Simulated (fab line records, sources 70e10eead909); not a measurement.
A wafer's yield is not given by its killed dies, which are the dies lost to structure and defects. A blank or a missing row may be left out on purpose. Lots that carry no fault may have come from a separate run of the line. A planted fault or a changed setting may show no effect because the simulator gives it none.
Matching of chambers + flow nandHarc + NHARC_A_STAIRCASE_DESCUM_252 on rieDiel-02 has 4 sister chambers
The step chemistry O2, time 3 s. 16 wafers are shown with their chamber, then 8 later ones without.

WAFERS, EACH WITH ITS CHAMBER
| wafer  | chamber | drypumpMotorCurrentA (A) | showerheadPlenumPTorr (Torr) | oesProductAu (a.u.) |
|--------|---------|--------------------------|------------------------------|---------------------|
| L079.1 | 1       | 5.61                     | 1.82                         | 0.999               |
| L079.4 | 2       | 5.75                     | 1.86                         | 0.995               |
| L079.5 | 0       | 6.10                     | 2.04                         | 1.009               |
| L083.1 | 3       | 5.24                     | 1.98                         | 0.999               |
| L083.2 | 2       | 5.78                     | 1.86                         | 0.998               |
| L083.6 | 2       | 5.77                     | 1.86                         | 0.999               |
| L087.1 | 0       | 6.09                     | 2.02                         | 1.008               |
| L087.5 | 3       | 5.27                     | 1.97                         | 1.006               |
| L087.6 | 0       | 6.10                     | 2.02                         | 0.999               |
| L089.2 | 2       | 5.77                     | 1.85                         | 1.001               |
| L089.3 | 0       | 6.15                     | 2.02                         | 0.998               |
| L089.5 | 3       | 5.28                     | 1.97                         | 1.001               |
| L090.1 | 2       | 5.76                     | 1.85                         | 0.999               |
| L090.2 | 3       | 5.26                     | 1.97                         | 1.008               |
| L090.5 | 1       | 5.64                     | 1.81                         | 0.992               |
| L093.1 | 2       | 5.78                     | 1.85                         | 0.999               |

SIGNATURES (means of the wafers above)
| reading               | chamber 0 | chamber 1 | chamber 2 | chamber 3 | scatter within a chamber |
|-----------------------|-----------|-----------|-----------|-----------|--------------------------|
| drypumpMotorCurrentA  | 6.1100    | 5.6250    | 5.7683    | 5.2625    | 0.0187                   |
| showerheadPlenumPTorr | 2.0250    | 1.8150    | 1.8550    | 1.9725    | 0.00692                  |
| oesProductAu          | 1.00350   | 0.99550   | 0.99850   | 1.00350   | 0.00406                  |
Rule: a wafer's distance from a chamber is the root of the sum, over the readings, of the square of ((its reading less the chamber's mean) divided by the reading's scatter). If the next closest chamber is less than 2 further off than the closest, the wafer can't be placed; otherwise it belongs to the closest. The scatter: the root of (the sum of the squares of (reading less its chamber's mean) over the shown wafers, divided by (wafers less chambers)).

WAFERS WITH NO CHAMBER GIVEN
| wafer  | drypumpMotorCurrentA (A) | showerheadPlenumPTorr (Torr) | oesProductAu (a.u.) |
|--------|--------------------------|------------------------------|---------------------|
| L093.4 | 5.26                     | 1.97                         | 0.987               |
| L093.6 | 5.64                     | 1.81                         | 0.999               |
| L095.2 | 5.62                     | 1.80                         | 1.003               |
| L095.4 | 5.25                     | 1.97                         | 0.986               |
| L095.6 | 5.78                     | 1.85                         | 1.021               |
| L096.2 | 6.13                     | 2.02                         | 0.995               |
| L096.4 | 5.79                     | 1.85                         | 1.015               |
| L096.6 | 5.27                     | 1.97                         | 0.991               |

CHAMBER TAKEN BY EACH
| wafer  | from the rows above | in truth |
|--------|---------------------|----------|
| L093.4 | 3                   | 3        |
| L093.6 | 1                   | 1        |
| L095.2 | 1                   | 1        |
| L095.4 | 3                   | 3        |
| L095.6 | 2                   | 2        |
| L096.2 | 0                   | 0        |
| L096.4 | 2                   | 2        |
| L096.6 | 3                   | 3        |
Correct placement for 8 of the 8. From these rows, 0 cannot be placed. Wrongly placed: 0.
